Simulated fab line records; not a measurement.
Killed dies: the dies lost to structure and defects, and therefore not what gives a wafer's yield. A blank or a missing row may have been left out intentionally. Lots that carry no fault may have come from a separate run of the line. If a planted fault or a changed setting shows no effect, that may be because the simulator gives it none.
Split-lot trial    flow n5Finfet    21 wafers read from 7 lots, route of 1938 steps

== ON THE SPLIT ==
At N5_FIN_SAQP_FIN_ETCH_36 (etches the open film in HBr/Cl2/O2, target depth 120 nm, time 50.4 s), the setting icpW was moved away from the recipe's 800 W on 5 of the 21 wafers read, by +13.7% to +15.9%. The other wafers ran this setting at the recipe's value.

Reading taken at the split's own step.

== THE READING ==
etch.depthNm (the simulator's own value, which no gauge read), in nm, at N5_FIN_SAQP_FIN_ETCH_36 (etches the open film in HBr/Cl2/O2, target depth 120 nm, time 50.4 s). The file does not state a usual value for it. Across the 16 wafers here that went through the recipe, the average is 120.2 nm and the standard deviation 1.9 nm.

wafer   tool, chamber at the split  icpW as run, W  against the recipe  etch.depthNm, nm  against lot-mates on the recipe
L077.1  rieSi-06, 1                 800             recipe              121.2             -
L077.2  rieSi-06, 0                 800             recipe              117.7             -
L077.3  rieSi-06, 2                 800             recipe              123.6             -
L078.3  rieSi-04, 3                 800             recipe              117               -
L078.4  rieSi-04, 2                 800             recipe              119.9             -
L078.5  rieSi-04, 1                 800             recipe              119.8             -
L079.2  rieSi-06, 1                 800             recipe              120.3             -
L079.4  rieSi-06, 2                 914             +14.3%              131.2             +9.4
L079.5  rieSi-06, 2                 800             recipe              123.3             -
L080.3  rieSi-04, 3                 909.6           +13.7%              124.5             +5.3
L080.4  rieSi-04, 2                 909.6           +13.7%              127.9             +8.7
L080.5  rieSi-04, 1                 800             recipe              119.2             -
L091.4  rieSi-01, 1                 927.1           +15.9%              125.8             +5.0
L091.5  rieSi-01, 2                 800             recipe              119.6             -
L091.6  rieSi-01, 3                 800             recipe              121.9             -
L094.2  rieSi-04, 1                 800             recipe              119.7             -
L094.3  rieSi-04, 3                 800             recipe              117.3             -
L094.4  rieSi-04, 2                 800             recipe              120.4             -
L095.2  rieSi-01, 3                 800             recipe              122.4             -
L095.3  rieSi-01, 2                 914.9           +14.4%              129.3             +8.5
L095.5  rieSi-01, 1                 800             recipe              119.3             -

THE FIT
A straight line over all 21 wafers: etch.depthNm changes by +0.523 nm for each +1% of icpW; r = +0.84; the points scatter about the line by 2.2 nm.
The same after taking each lot's own level away (the mean of its wafers on the recipe; 21 wafers): +0.507 nm for each +1%; r = +0.88; scatter 1.8 nm.
Per that fit: largest icpW move, reading shift of 8.1 nm.
Across the lots, their own levels run from 118.90 to 121.80 nm, a range of 1.5 times the standard deviation given above.
Hence the lot-to-lot level has little effect on the slope; both slopes agree.
Check: +9.05 nm against its lot-mates is what the line predicts for one of the wafers moved furthest among these (+15.9%) when that wafer is left out of the fit. Against them it came out at +5.05 nm.

== OTHER SPLITS ON THESE WAFERS ==
Note: prior to the reading, these wafers also went through further splits. Each is held against what the fit with the lots' levels taken away leaves over:
other split on the same wafers         wafers away from the commonest value  r with etch.depthNm (lot level and that fit taken away)
N5_ZERO_LAYER_EXPOSE_08 doseMj         7                                     -0.13
N5_ZERO_LAYER_DEVELOP_10 developTimeS  10                                    +0.24
N5_WELL_APT_COAT_02 spinRpm            8                                     -0.09

== THE WHOLE CHAIN: every reading that the file lists as answering this split, in the file's order ==
step                     what it does                                                          reading                                                                   change (the file's fit)                r (the file's)
N5_FIN_SAQP_FIN_ETCH_36  etches the open film in HBr/Cl2/O2, target depth 120 nm, time 50.4 s  FIN_SAQP.featureDepthNm (the simulator's own value, which no gauge read)  +0.511 nm for each +1% of the setting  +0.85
N5_FIN_SAQP_FIN_ETCH_36  etches the open film in HBr/Cl2/O2, target depth 120 nm, time 50.4 s  etch.depthNm (the simulator's own value, which no gauge read)             +0.51 nm for each +1% of the setting   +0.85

== THE FILE'S OWN FIT ==
etch.depthNm changes by +0.51 nm for each +1% of icpW, r = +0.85.
